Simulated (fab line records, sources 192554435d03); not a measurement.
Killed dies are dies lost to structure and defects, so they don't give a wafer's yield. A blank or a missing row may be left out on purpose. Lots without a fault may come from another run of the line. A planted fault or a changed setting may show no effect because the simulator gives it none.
Chamber matching | flow n5_finfet | N5_BEOL_M3_ILD_DEP_00 on pecvd-04: 3 sister chambers
The step deposits SiOC from DEMS/O2, target thk 79 nm, time 15.3 s. 22 wafers are shown with their chamber, then 11 later ones without.

WAFERS WITH THEIR CHAMBER
wafer  | chamber | heater_power_w (W) | throttle_valve_pct (%) | showerhead_plenum_p_Torr (Torr)
L074.1 | 0       | 424                | 12.2                   | 5.667
L074.4 | 0       | 410                | 12.2                   | 5.687
L074.6 | 2       | 518                | 11.2                   | 5.691
L075.1 | 0       | 448                | 11.8                   | 5.674
L075.4 | 2       | 607                | 11.2                   | 5.702
L075.6 | 1       | 438                | 11.5                   | 5.706
L076.2 | 0       | 414                | 12.1                   | 5.669
L076.3 | 1       | 425                | 11.6                   | 5.714
L076.4 | 2       | 588                | 10.8                   | 5.696
L078.1 | 0       | 373                | 12.2                   | 5.672
L078.2 | 1       | 441                | 11.8                   | 5.708
L078.3 | 2       | 547                | 11.4                   | 5.689
L079.3 | 2       | 597                | 11.1                   | 5.703
L079.4 | 1       | 482                | 11.9                   | 5.721
L079.5 | 0       | 452                | 11.9                   | 5.678
L080.2 | 1       | 486                | 11.3                   | 5.705
L080.3 | 2       | 591                | 11.3                   | 5.694
L080.6 | 2       | 607                | 11.2                   | 5.691
L084.1 | 2       | 520                | 11.2                   | 5.688
L084.2 | 1       | 446                | 11.7                   | 5.709
L084.4 | 1       | 440                | 11.5                   | 5.705
L086.1 | 0       | 391                | 12.0                   | 5.692

SIGNATURES (means of the wafers above)
reading                  | chamber 0 | chamber 1 | chamber 2 | scatter within a chamber
heater_power_w           | 416.00    | 451.14    | 571.88    | 30.9
throttle_valve_pct       | 12.057    | 11.614    | 11.175    | 0.181
showerhead_plenum_p_Torr | 5.67700   | 5.70971   | 5.69425   | 0.0071
Rule: a wafer's distance from a chamber is the root of the sum, over the readings, of the square of ((its reading less the chamber's mean) divided by the reading's scatter). The wafer belongs to the nearest chamber; if the next one is less than 2 further off, it can't be placed. The scatter: the root of (the sum of the squares of (reading less its chamber's mean) over the shown wafers, divided by (wafers less chambers)).

WAFERS WITHOUT THEIR CHAMBER
wafer  | heater_power_w (W) | throttle_valve_pct (%) | showerhead_plenum_p_Torr (Torr)
L086.2 | 420                | 12.0                   | 5.718
L086.4 | 417                | 11.5                   | 5.699
L089.1 | 594                | 11.6                   | 5.691
L089.2 | 463                | 11.5                   | 5.717
L089.6 | 413                | 11.9                   | 5.676
L090.1 | 552                | 11.3                   | 5.685
L090.4 | 426                | 12.1                   | 5.687
L090.5 | 476                | 11.7                   | 5.716
L092.1 | 369                | 12.2                   | 5.664
L092.2 | 491                | 11.8                   | 5.713
L092.5 | 499                | 11.6                   | 5.692

WHICH CHAMBER EACH WENT THROUGH
wafer  | from the rows above          | in truth
L086.2 | 1                            | 1
L086.4 | 1                            | 1
L089.1 | 2                            | 2
L089.2 | 1                            | 1
L089.6 | 0                            | 0
L090.1 | 2                            | 2
L090.4 | 0                            | 0
L090.5 | 1                            | 1
L092.1 | 0                            | 0
L092.2 | 1                            | 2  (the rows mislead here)
L092.5 | can't be placed: 1 or 2 or 0 | 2
Placed correctly: 9 of 11. Can't be placed from these rows: 1 (the true chamber is among the candidates in 1). Placed wrongly: 1.
